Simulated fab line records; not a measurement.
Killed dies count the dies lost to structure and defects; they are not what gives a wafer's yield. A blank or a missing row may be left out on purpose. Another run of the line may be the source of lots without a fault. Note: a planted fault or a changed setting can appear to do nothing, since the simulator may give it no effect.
The same fault as seen by 2 desks | flow n5-finfet | numbers are kept per desk, each desk with only its own; the story behind them comes last

== FOR THE TOOL OWNER'S DESK: rie-diel-05 ==
The tool's own readings at N5_SD_EPI_N_ETCH_35 (etches SOC in N2/H2, overetch 108 nm, time 486 s): means of the sampled wafers that have a number, for each lot that ran on this tool. Marked OUT: a lot whose mean sits more than 4 standard deviations from the usual mean, which makes it out of limits; the brackets give that distance.
Columns: A = drypump-motor-current-A at N5_SD_EPI_N_ETCH_35, usual 5.4 A; B = oes-product-au at N5_SD_EPI_N_ETCH_35, usual 0.71 a.u.; C = rf-fwd-power-W at N5_SD_EPI_N_ETCH_35, usual 2997 W; D = rf-vpp-V at N5_SD_EPI_N_ETCH_35, usual 241.0 V; E = showerhead-plenum-p-Torr at N5_SD_EPI_N_ETCH_35, usual 2.56 Torr; F = throttle-valve-pct at N5_SD_EPI_N_ETCH_35, usual 23.6 %
lot  | first seen here | A   | B    | C              | D                | E    | F
L914 | day 3 00:39     | 5.2 | 0.84 | 2999           | 241.2            | 2.57 | 23.4
L915 | day 3 07:35     | 5.2 | 0.79 | 3001           | 240.6            | 2.55 | 23.5
L925 | day 5 21:46     | 5.2 | 0.74 | 2768 (-28) OUT | 250.0 (+6.9) OUT | 2.60 | 23.4
L935 | day 8 16:10     | 5.3 | 0.72 | 2992           | 241.3            | 2.50 | 23.7
L936 | day 8 19:40     | 5.3 | 0.72 | 2987           | 239.8            | 2.50 | 23.7
L937 | day 8 23:48     | 5.3 | 0.72 | 3002           | 239.4            | 2.50 | 23.7
This desk's verdict: out of limits on L925, starting with L925 at day 5 21:46 (rf-fwd-power-W at N5_SD_EPI_N_ETCH_35). L914, L915, L935, L936, L937: within limits.

== AT THE METROLOGY DESK ==
Means of the sampled wafers that have a number, per lot and without regard to the tool the lot ran on: this is what the gauges read. Marked OUT: a lot whose mean sits more than 4 standard deviations from the usual mean, which makes it out of limits; the brackets give that distance. Shown here are 7 of its 10 readings, the ones lying furthest out on some lot.
Columns: A = DIBL_N at N5_BEOL_M4_RC_MEAS_101, usual 36.7 mV/V; B = IOFF_P at N5_BEOL_M4_RC_MEAS_101, usual 0.22 nA/um; C = ION_N at N5_BEOL_M4_RC_MEAS_101, usual 678 uA/um; D = ION_P at N5_BEOL_M4_RC_MEAS_101, usual 465 uA/um; E = SS_P at N5_BEOL_M4_RC_MEAS_101, usual 73.5 mV/dec; F = VT_N at N5_BEOL_M4_RC_MEAS_101, usual 250 mV; G = VT_P at N5_BEOL_M4_RC_MEAS_101, usual -250 mV
lot  | first seen here | A    | B    | C   | D   | E    | F   | G
L914 | day 8 08:59     | 38.0 | 0.25 | 684 | 466 | 74.0 | 249 | -250
L916 | day 8 23:42     | 36.4 | 0.17 | 683 | 457 | 73.5 | 251 | -255
L915 | day 9 03:24     | 34.6 | 0.21 | 681 | 468 | 72.9 | 250 | -250
L925 | day 11 11:24    | 39.1 | 0.30 | 683 | 472 | 74.5 | 248 | -245
L928 | day 11 12:10    | 36.2 | 0.19 | 658 | 452 | 73.8 | 255 | -255
L937 | day 13 21:44    | 37.3 | 0.21 | 674 | 463 | 73.4 | 253 | -252
L936 | day 14 00:39    | 33.3 | 0.17 | 661 | 455 | 72.6 | 252 | -252
L935 | day 14 22:46    | 38.4 | 0.23 | 678 | 468 | 73.6 | 250 | -252
This desk found nothing out of limits on any of the 8 lots.

== ALL TOGETHER ==
An alarm could have come from the tool owner's desk at day 5 21:46, on L925.
From the metrology desk's view, nothing was out of limits.
The metrology desk has L925 on record, within its limits.
All the named lots went through N5_SD_EPI_N_ETCH_35 on rie-diel-05.

== WHAT THE SIMULATOR PUT IN ==
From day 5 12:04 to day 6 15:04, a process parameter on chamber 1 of rie-diel-05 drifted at N5_SD_EPI_N_ETCH_35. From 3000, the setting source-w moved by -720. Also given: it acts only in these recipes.
Lots struck among those shown: L925.
Hours from the fault's start to each desk's first reading out of limits: the tool owner's desk, 10.
